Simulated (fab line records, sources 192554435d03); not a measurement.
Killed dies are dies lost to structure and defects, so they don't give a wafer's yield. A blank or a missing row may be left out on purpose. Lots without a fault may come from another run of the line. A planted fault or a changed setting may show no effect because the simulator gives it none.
Which tool did it? | flow n5_finfet | 22 lots, 66 wafers sampled, at 6 steps of a route of 1938

WHAT THE GAUGES READ, wafer by wafer
The record holds no reading of a measuring or inspecting step that can be judged against a usual standard deviation.

WHICH TOOL RAN EACH LOT (tool, then ch and the chambers of the sampled wafers, then the start)
lot  | N5_MOL_CONTACT_COAG_ALD_27        | N5_MOL_CONTACT_COAG_STRIP_119        | N5_MOL_CONTACT_COAG_DESCUM_45      | N5_BEOL_M0_SAQP_PECVD_03        | N5_BEOL_M0_SAQP_MANDREL1_REMOVE_100 | N5_BEOL_M0_SAQP_ETCH_101
L074 | ald_sin-01 ch 2,3, day 4 22:29    | plasma_asher-01 ch 0,1, day 5 04:14  | rie_diel-03 ch 0,1,2, day 5 04:50  | pecvd-02 ch 1,2, day 5 09:59    | rie_si-05 ch 0,1,3, day 5 12:12     | rie_diel-01 ch 1,2, day 5 12:21
L075 | ald_sin-03 ch 1,2, day 5 04:43    | plasma_asher-01 ch 0,1, day 5 08:28  | rie_diel-02 ch 0,1, day 5 09:07    | pecvd-03 ch 0,2, day 5 14:23    | rie_si-06 ch 2,3, day 5 16:52       | rie_diel-06 ch 0,3, day 5 17:01
L076 | ald_sin-04 ch 1,2, day 5 20:38    | plasma_asher-01 ch 0,1, day 6 00:40  | rie_diel-02 ch 0,1, day 6 01:29    | pecvd-01 ch 0,1, day 6 11:27    | rie_si-06 ch 0,1,3, day 6 13:47     | rie_diel-05 ch 1,2, day 6 13:56
L077 | ald_sin-03 ch 0,3, day 6 03:14    | plasma_asher-01 ch 0,1, day 6 07:10  | rie_diel-03 ch 1,3, day 6 07:56    | pecvd-02 ch 1,2, day 6 14:42    | rie_si-02 ch 0,2, day 6 16:49       | rie_diel-01 ch 1,2,3, day 6 16:58
L078 | ald_sin-03 ch 0,2,3, day 6 06:40  | plasma_asher-01 ch 0,1, day 6 10:19  | rie_diel-04 ch 0,1,2, day 6 10:54  | pecvd-01 ch 0,1,2, day 6 18:25  | rie_si-05 ch 2,3, day 6 20:31       | rie_diel-01 ch 1,3, day 6 20:40
L079 | ald_sin-04 ch 0,1,3, day 6 12:35  | plasma_asher-01 ch 0,1, day 6 16:35  | rie_diel-03 ch 0,1,2, day 6 17:10  | pecvd-01 ch 0,1,2, day 7 01:32  | rie_si-05 ch 0,1,2, day 7 03:52     | rie_diel-06 ch 0,1,2, day 7 04:09
L080 | ald_sin-01 ch 0,1,3, day 6 16:11  | plasma_asher-01 ch 0,1, day 6 20:54  | rie_diel-04 ch 0,1,3, day 6 21:31  | pecvd-02 ch 0,1,2, day 7 04:46  | rie_si-06 ch 0,2,3, day 7 07:17     | rie_diel-01 ch 0,1,2, day 7 07:26
L081 | ald_sin-01 ch 0,1,2, day 6 19:46  | plasma_asher-02 ch 0,1, day 6 23:31  | rie_diel-04 ch 0,3, day 7 00:17    | pecvd-01 ch 0,1, day 7 08:10    | rie_si-06 ch 0,1,2, day 7 10:34     | rie_diel-05 ch 0,2,3, day 7 10:43
L082 | ald_sin-04 ch 1,3, day 6 23:07    | plasma_asher-02 ch 0,1, day 7 03:52  | rie_diel-02 ch 0,1,2, day 7 04:46  | pecvd-03 ch 1,2, day 7 12:28    | rie_si-06 ch 0,3, day 7 14:53       | rie_diel-05 ch 0,2,3, day 7 15:02
L083 | ald_sin-03 ch 1,2, day 7 06:20    | plasma_asher-01 ch 0,1, day 7 10:22  | rie_diel-03 ch 0,2, day 7 10:58    | pecvd-02 ch 0,1, day 7 16:19    | rie_si-02 ch 1,2,3, day 7 19:24     | rie_diel-01 ch 1,2, day 7 19:56
L084 | ald_sin-03 ch 0,2,3, day 7 13:30  | plasma_asher-02 ch 0, day 7 17:52    | rie_diel-02 ch 1,2,3, day 7 18:28  | pecvd-02 ch 0,1, day 8 03:21    | rie_si-02 ch 0,1,2, day 8 05:36     | rie_diel-05 ch 0,2,3, day 8 05:45
L085 | ald_sin-01 ch 1,2,3, day 7 20:14  | plasma_asher-02 ch 0,1, day 8 00:13  | rie_diel-04 ch 0,1,3, day 8 00:55  | pecvd-02 ch 0,1, day 8 06:52    | rie_si-02 ch 0,3, day 8 09:15       | rie_diel-05 ch 0,1,3, day 8 09:24
L086 | ald_sin-01 ch 0,1,3, day 8 03:58  | plasma_asher-01 ch 0,1, day 8 09:15  | rie_diel-04 ch 0,2,3, day 8 09:58  | pecvd-02 ch 0,2, day 8 17:05    | rie_si-02 ch 1,2,3, day 8 19:48     | rie_diel-01 ch 1,2,3, day 8 19:57
L088 | ald_sin-04 ch 0,1,2, day 8 14:31  | plasma_asher-02 ch 0,1, day 8 18:39  | rie_diel-04 ch 0,2,3, day 8 19:22  | pecvd-03 ch 0,1,2, day 9 00:45  | rie_si-05 ch 1,2,3, day 9 03:17     | rie_diel-06 ch 1,2,3, day 9 03:26
L089 | ald_sin-04 ch 0,1, day 8 18:59    | plasma_asher-02 ch 0,1, day 8 22:57  | rie_diel-02 ch 0,2,3, day 8 23:44  | pecvd-03 ch 0,2, day 9 05:47    | rie_si-02 ch 0,3, day 9 08:20       | rie_diel-06 ch 0,1,2, day 9 08:34
L090 | ald_sin-03 ch 0,2,3, day 8 23:02  | plasma_asher-01 ch 0,1, day 9 02:34  | rie_diel-03 ch 0,2,3, day 9 03:09  | pecvd-02 ch 1,2, day 9 10:10    | rie_si-02 ch 1,2,3, day 9 14:23     | rie_diel-01 ch 1,2,3, day 9 14:32
L091 | ald_sin-03 ch 1,2,3, day 9 07:41  | plasma_asher-02 ch 1, day 9 11:38    | rie_diel-03 ch 0,1, day 9 12:21    | pecvd-02 ch 0,1, day 9 19:07    | rie_si-02 ch 0,1,3, day 9 21:49     | rie_diel-01 ch 1,3, day 9 21:58
L092 | ald_sin-04 ch 0,3, day 9 14:16    | plasma_asher-02 ch 0,1, day 9 18:53  | rie_diel-02 ch 0,3, day 9 19:28    | pecvd-01 ch 0,1, day 10 01:10   | rie_si-02 ch 1,2, day 10 04:05      | rie_diel-01 ch 0,1,3, day 10 04:23
L094 | ald_sin-03 ch 0,1, day 10 02:56   | plasma_asher-02 ch 0,1, day 10 06:41 | rie_diel-02 ch 1,2,3, day 10 07:28 | pecvd-02 ch 0,1, day 10 14:57   | rie_si-02 ch 0,1,2, day 10 17:18    | rie_diel-05 ch 0,2, day 10 17:27
L095 | ald_sin-04 ch 0,1, day 10 09:03   | plasma_asher-02 ch 0,1, day 10 12:35 | rie_diel-02 ch 2,3, day 10 13:11   | pecvd-02 ch 0,1,2, day 10 19:08 | rie_si-02 ch 2,3, day 10 22:01      | rie_diel-05 ch 0,1,2, day 10 22:10
L096 | ald_sin-03 ch 2,3, day 10 16:31   | plasma_asher-01 ch 0,1, day 10 20:03 | rie_diel-03 ch 0,1,3, day 10 20:42 | pecvd-02 ch 0,1, day 11 02:44   | rie_si-06 ch 2,3, day 11 05:16      | rie_diel-01 ch 0,3, day 11 05:25
L097 | ald_sin-01 ch 1,2,3, day 10 19:40 | plasma_asher-01 ch 0,1, day 10 23:13 | rie_diel-03 ch 1,3, day 10 23:55   | pecvd-02 ch 0,1,2, day 11 05:38 | rie_si-06 ch 1,3, day 11 07:55      | rie_diel-01 ch 0,2, day 11 08:04
- N5_MOL_CONTACT_COAG_ALD_27: deposits SiOC, target thk 17 nm, pulse time 1.5 s, time 2720 s.
- N5_MOL_CONTACT_COAG_STRIP_119: strips in N2/H2, time 30 s.
- N5_MOL_CONTACT_COAG_DESCUM_45: chemistry O2, time 7 s.
- N5_BEOL_M0_SAQP_PECVD_03: deposits SiCN from 3MS/NH3, target thk 12 nm, time 21.1 s.
- N5_BEOL_M0_SAQP_MANDREL1_REMOVE_100: chemistry HBr/Cl2/O2, target a-Si, stops on SiNx, bt time 10 s.
- N5_BEOL_M0_SAQP_ETCH_101: etches SiNx in CH3F/O2, target depth 29.9 nm, time 42.7 s.

WHAT THE TOOLS THEMSELVES READ (means of the sampled wafers that have a number; where no wafer has one, the mark that the record gives instead)
N5_MOL_CONTACT_COAG_ALD_27. Usual: heater_power_w 806 W, standard deviation 76; precursor_pulse_height_rel 1.001, standard deviation 0.021.
lot  | tool       | heater_power_w (W) | precursor_pulse_height_rel | flag
L074 | ald_sin-01 | 793                | 0.998                      |
L075 | ald_sin-03 | 827                | 1.005                      |
L076 | ald_sin-04 | 915                | 0.987                      |
L077 | ald_sin-03 | 778                | 1.002                      |
L078 | ald_sin-03 | 777                | 1.005                      |
L079 | ald_sin-04 | 775                | 0.989                      |
L080 | ald_sin-01 | 790                | 1.005                      |
L081 | ald_sin-01 | 790                | 0.991                      |
L082 | ald_sin-04 | 781                | 0.995                      |
L083 | ald_sin-03 | 819                | 0.972                      |
L084 | ald_sin-03 | 784                | 0.999                      |
L085 | ald_sin-01 | 808                | 1.010                      |
L086 | ald_sin-01 | 803                | 1.027                      |
L088 | ald_sin-04 | 851                | 1.016                      |
L089 | ald_sin-04 | 747                | 1.002                      |
L090 | ald_sin-03 | 774                | 0.983                      |
L091 | ald_sin-03 | 800                | 0.998                      |
L092 | ald_sin-04 | 710                | 0.986                      |
L094 | ald_sin-03 | 848                | 0.998                      |
L095 | ald_sin-04 | 799                | 1.009                      |
L096 | ald_sin-03 | 753                | 1.006                      |
L097 | ald_sin-01 | 812                | 1.000                      |

N5_MOL_CONTACT_COAG_STRIP_119. Usual: drypump_motor_current_A 5.8 A, standard deviation 0.35; heater_power_w 326 W, standard deviation 24; n2_flow_sccm 1749 sccm, standard deviation 5.5.
lot  | tool            | drypump_motor_current_A (A) | heater_power_w (W) | n2_flow_sccm (sccm) | flag
L074 | plasma_asher-01 | 5.8                         | 312                | 1748                |
L075 | plasma_asher-01 | 5.9                         | 311                | 1750                |
L076 | plasma_asher-01 | 5.6                         | 330                | 1751                |
L077 | plasma_asher-01 | 5.7                         | 328                | 1753                |
L078 | plasma_asher-01 | 5.9                         | 313                | 1751                |
L079 | plasma_asher-01 | 5.9                         | 316                | 1755                |
L080 | plasma_asher-01 | 5.7                         | 325                | 1752                |
L081 | plasma_asher-02 | 5.9                         | 338                | 1751                |
L082 | plasma_asher-02 | 5.7                         | 322                | 1746                |
L083 | plasma_asher-01 | 5.9                         | 321                | 1748                |
L084 | plasma_asher-02 | 6.1                         | 357                | 1745                |
L085 | plasma_asher-02 | 5.7                         | 320                | 1746                |
L086 | plasma_asher-01 | 5.9                         | 318                | 1750                |
L088 | plasma_asher-02 | 5.7                         | 322                | 1745                |
L089 | plasma_asher-02 | 5.7                         | 321                | 1747                |
L090 | plasma_asher-01 | 5.9                         | 317                | 1753                |
L091 | plasma_asher-02 | 5.5                         | 298                | 1757                |
L092 | plasma_asher-02 | 5.7                         | 320                | 1746                |
L094 | plasma_asher-02 | 5.8                         | 341                | 1746                |
L095 | plasma_asher-02 | 5.7                         | 321                | 1749                |
L096 | plasma_asher-01 | 5.9                         | 318                | 1751                |
L097 | plasma_asher-01 | 5.7                         | 324                | 1755                |

N5_MOL_CONTACT_COAG_DESCUM_45. Usual: drypump_motor_current_A 5.6 A, standard deviation 0.44; oes_product_au 0.80 a.u., standard deviation 0.098; rf_fwd_power_W 49.45 W, standard deviation 0.2; rf_vpp_V 243.3 V, standard deviation 1.3; showerhead_plenum_p_Torr 2.11 Torr, standard deviation 0.069; throttle_valve_pct 20.46 %, standard deviation 0.22.
lot  | tool        | drypump_motor_current_A (A) | oes_product_au (a.u.) | rf_fwd_power_W (W) | rf_vpp_V (V) | showerhead_plenum_p_Torr (Torr) | throttle_valve_pct (%) | flag
L074 | rie_diel-03 | 5.3                         | 0.78                  | 49.52              | 242.6        | 2.07                            | 20.38                  |
L075 | rie_diel-02 | 5.8                         | 0.76                  | 49.39              | 242.7        | 2.10                            | 20.74                  |
L076 | rie_diel-02 | 6.0                         | 0.80                  | 49.25              | 243.2        | 2.12                            | 20.77                  |
L077 | rie_diel-03 | 5.2                         | 0.69                  | 49.51              | 241.5        | 1.99                            | 20.35                  |
L078 | rie_diel-04 | 5.9                         | 0.72                  | 49.42              | 242.7        | 2.07                            | 20.44                  |
L079 | rie_diel-03 | 5.3                         | 0.77                  | 49.47              | 243.6        | 2.06                            | 20.39                  |
L080 | rie_diel-04 | 5.8                         | 0.82                  | 49.56              | 243.7        | 2.13                            | 20.38                  |
L081 | rie_diel-04 | 5.9                         | 0.88                  | 49.52              | 244.2        | 2.15                            | 20.41                  |
L082 | rie_diel-02 | 5.7                         | 0.78                  | 49.47              | 243.6        | 2.14                            | 20.65                  |
L083 | rie_diel-03 | 5.1                         | 0.78                  | 49.48              | 241.6        | 2.04                            | 20.60                  |
L084 | rie_diel-02 | 5.4                         | 0.82                  | 49.47              | 243.9        | 2.12                            | 20.52                  |
L085 | rie_diel-04 | 5.8                         | 0.80                  | 49.67              | 243.5        | 2.12                            | 20.39                  |
L086 | rie_diel-04 | 6.0                         | 0.87                  | 49.55              | 244.2        | 2.18                            | 20.37                  |
L088 | rie_diel-04 | 6.0                         | 0.86                  | 49.58              | 243.3        | 2.18                            | 20.37                  |
L089 | rie_diel-02 | 5.7                         | 0.84                  | 49.39              | 244.2        | 2.14                            | 20.54                  |
L090 | rie_diel-03 | 5.0                         | 0.83                  | 49.41              | 243.0        | 2.11                            | 20.38                  |
L091 | rie_diel-03 | 5.3                         | 0.77                  | 49.28              | 243.8        | 2.10                            | 20.28                  |
L092 | rie_diel-02 | 6.1                         | 0.83                  | 49.24              | 243.3        | 2.11                            | 20.67                  |
L094 | rie_diel-02 | 5.5                         | 0.88                  | 49.46              | 244.3        | 2.12                            | 20.45                  |
L095 | rie_diel-02 | 5.4                         | 0.80                  | 49.38              | 244.0        | 2.16                            | 20.44                  |
L096 | rie_diel-03 | 5.2                         | 0.79                  | 49.47              | 244.4        | 2.12                            | 20.20                  |
L097 | rie_diel-03 | 5.5                         | 0.75                  | 49.60              | 244.0        | 2.10                            | 20.15                  |

N5_BEOL_M0_SAQP_PECVD_03. Usual: rf_fwd_power_W 199.8 W, standard deviation 0.67; showerhead_plenum_p_Torr 3.673 Torr, standard deviation 0.0075; throttle_valve_pct 9.3 %, standard deviation 0.41.
lot  | tool     | rf_fwd_power_W (W) | showerhead_plenum_p_Torr (Torr) | throttle_valve_pct (%) | flag
L074 | pecvd-02 | 199.4              | 3.667                           | 9.7                    |
L075 | pecvd-03 | 199.1              | 3.682                           | 8.9                    |
L076 | pecvd-01 | 199.9              | 3.679                           | 9.7                    |
L077 | pecvd-02 | 200.0              | 3.670                           | 9.7                    |
L078 | pecvd-01 | 199.2              | 3.670                           | 9.4                    |
L079 | pecvd-01 | 200.5              | 3.668                           | 9.3                    |
L080 | pecvd-02 | 200.0              | 3.679                           | 9.5                    |
L081 | pecvd-01 | 200.2              | 3.670                           | 9.7                    |
L082 | pecvd-03 | 199.9              | 3.673                           | 9.1                    |
L083 | pecvd-02 | 199.8              | 3.673                           | 9.6                    |
L084 | pecvd-02 | 199.9              | 3.677                           | 9.4                    |
L085 | pecvd-02 | 199.6              | 3.671                           | 9.5                    |
L086 | pecvd-02 | 199.8              | 3.674                           | 9.3                    |
L088 | pecvd-03 | 198.8              | 3.667                           | 9.0                    |
L089 | pecvd-03 | 198.9              | 3.673                           | 8.8                    |
L090 | pecvd-02 | 199.9              | 3.673                           | 9.6                    |
L091 | pecvd-02 | 200.0              | 3.669                           | 9.4                    |
L092 | pecvd-01 | 200.2              | 3.669                           | 9.8                    |
L094 | pecvd-02 | 199.2              | 3.673                           | 9.2                    |
L095 | pecvd-02 | 199.8              | 3.670                           | 9.3                    |
L096 | pecvd-02 | 199.8              | 3.671                           | 9.2                    |
L097 | pecvd-02 | 200.2              | 3.675                           | 9.1                    |

N5_BEOL_M0_SAQP_MANDREL1_REMOVE_100. Usual: drypump_motor_current_A 5.6 A, standard deviation 0.43; oes_product_au 0.999 a.u., standard deviation 0.016; rf_fwd_power_W 596.4 W, standard deviation 2.2; throttle_valve_pct 36.8 %, standard deviation 0.51.
lot  | tool      | drypump_motor_current_A (A) | oes_product_au (a.u.) | rf_fwd_power_W (W) | throttle_valve_pct (%) | flag
L074 | rie_si-05 | 5.5                         | 0.980                 | 596.9              | 36.9                   |
L075 | rie_si-06 | 5.3                         | 0.984                 | 596.1              | 36.8                   |
L076 | rie_si-06 | 5.4                         | 1.004                 | 594.5              | 36.4                   |
L077 | rie_si-02 | 5.6                         | 1.015                 | 593.3              | 37.5                   |
L078 | rie_si-05 | 5.4                         | 0.996                 | 597.6              | 36.5                   |
L079 | rie_si-05 | 5.4                         | 0.992                 | 595.7              | 36.7                   |
L080 | rie_si-06 | 5.5                         | 0.997                 | 595.5              | 36.4                   |
L081 | rie_si-06 | 5.6                         | 0.987                 | 595.3              | 36.4                   |
L082 | rie_si-06 | 5.3                         | 1.006                 | 595.7              | 36.4                   |
L083 | rie_si-02 | 6.0                         | 1.003                 | 597.3              | 37.3                   |
L084 | rie_si-02 | 5.6                         | 1.010                 | 593.9              | 37.2                   |
L085 | rie_si-02 | 6.2                         | 1.002                 | 598.4              | 37.0                   |
L086 | rie_si-02 | 6.0                         | 1.007                 | 596.9              | 37.3                   |
L088 | rie_si-05 | 5.5                         | 0.994                 | 597.3              | 36.7                   |
L089 | rie_si-02 | 5.9                         | 1.004                 | 595.7              | 36.9                   |
L090 | rie_si-02 | 6.0                         | 1.011                 | 599.0              | 37.3                   |
L091 | rie_si-02 | 6.0                         | 1.005                 | 597.1              | 36.9                   |
L092 | rie_si-02 | 5.7                         | 1.023                 | 595.4              | 37.5                   |
L094 | rie_si-02 | 5.7                         | 1.001                 | 596.0              | 37.2                   |
L095 | rie_si-02 | 6.3                         | 1.010                 | 595.9              | 37.3                   |
L096 | rie_si-06 | 5.1                         | 0.991                 | 595.2              | 36.7                   |
L097 | rie_si-06 | 5.3                         | 0.977                 | 595.1              | 36.6                   |

N5_BEOL_M0_SAQP_ETCH_101. Usual: drypump_motor_current_A 5.76 A, standard deviation 0.26; oes_product_au 0.78 a.u., standard deviation 0.076; rf_fwd_power_W 393.1 W, standard deviation 1.3; rf_vpp_V 295 V, standard deviation 5.8; showerhead_plenum_p_Torr 2.00 Torr, standard deviation 0.066; throttle_valve_pct 16.33 %, standard deviation 0.28.
lot  | tool        | drypump_motor_current_A (A) | oes_product_au (a.u.) | rf_fwd_power_W (W) | rf_vpp_V (V) | showerhead_plenum_p_Torr (Torr) | throttle_valve_pct (%) | flag
L074 | rie_diel-01 | 5.82                        | 0.77                  | 394.2              | 297          | 2.06                            | 16.50                  |
L075 | rie_diel-06 | 5.74                        | 0.80                  | 393.2              | 301          | 2.11                            | 16.39                  |
L076 | rie_diel-05 | 5.34                        | 0.71                  | 392.8              | 296          | 1.93                            | 16.62                  |
L077 | rie_diel-01 | 5.88                        | 0.76                  | 393.9              | 295          | 2.06                            | 16.45                  |
L078 | rie_diel-01 | 5.93                        | 0.76                  | 392.5              | 292          | 2.05                            | 16.38                  |
L079 | rie_diel-06 | 6.05                        | 0.76                  | 393.4              | 291          | 1.97                            | 16.31                  |
L080 | rie_diel-01 | 5.81                        | 0.80                  | 391.9              | 297          | 2.03                            | 16.31                  |
L081 | rie_diel-05 | 5.73                        | 0.76                  | 393.0              | 294          | 1.96                            | 16.38                  |
L082 | rie_diel-05 | 5.72                        | 0.75                  | 392.0              | 293          | 1.96                            | 16.38                  |
L083 | rie_diel-01 | 5.80                        | 0.76                  | 393.7              | 296          | 2.06                            | 16.55                  |
L084 | rie_diel-05 | 5.73                        | 0.75                  | 393.8              | 293          | 1.96                            | 16.38                  |
L085 | rie_diel-05 | 5.57                        | 0.77                  | 393.0              | 297          | 1.94                            | 16.34                  |
L086 | rie_diel-01 | 5.88                        | 0.83                  | 392.3              | 295          | 2.05                            | 16.32                  |
L088 | rie_diel-06 | 5.89                        | 0.76                  | 395.1              | 291          | 1.97                            | 16.30                  |
L089 | rie_diel-06 | 6.06                        | 0.74                  | 392.4              | 292          | 1.96                            | 16.34                  |
L090 | rie_diel-01 | 5.88                        | 0.83                  | 393.6              | 294          | 2.05                            | 16.34                  |
L091 | rie_diel-01 | 6.02                        | 0.86                  | 393.2              | 298          | 2.04                            | 16.27                  |
L092 | rie_diel-01 | 5.88                        | 0.86                  | 392.8              | 295          | 2.01                            | 16.12                  |
L094 | rie_diel-05 | 5.68                        | 0.69                  | 392.2              | 291          | 1.96                            | 16.69                  |
L095 | rie_diel-05 | 5.55                        | 0.70                  | 393.4              | 293          | 1.94                            | 16.64                  |
L096 | rie_diel-01 | 5.74                        | 0.83                  | 392.4              | 292          | 1.98                            | 15.98                  |
L097 | rie_diel-01 | 5.65                        | 0.73                  | 393.4              | 293          | 2.02                            | 16.43                  |

THE ANSWER, worked out from the rows above alone
Rule: a lot is off if the mean of its wafers that have a number lies more than 3 standard deviations from the usual mean. A lot without any number at a reading at which 4 lots or more have one is off too. The other lots that the step has rows for count as sound. The gauges are gone through in route order, then the tools' own readings, and for those a lot's mean is taken as printed above. The first step at which some lot is off is used, and at that step the reading that is off furthest; a lot without a number counts as furthest.
No lot is off at any reading shown: from this, nothing can be told.

WHAT THE SIMULATOR HAD PUT IN
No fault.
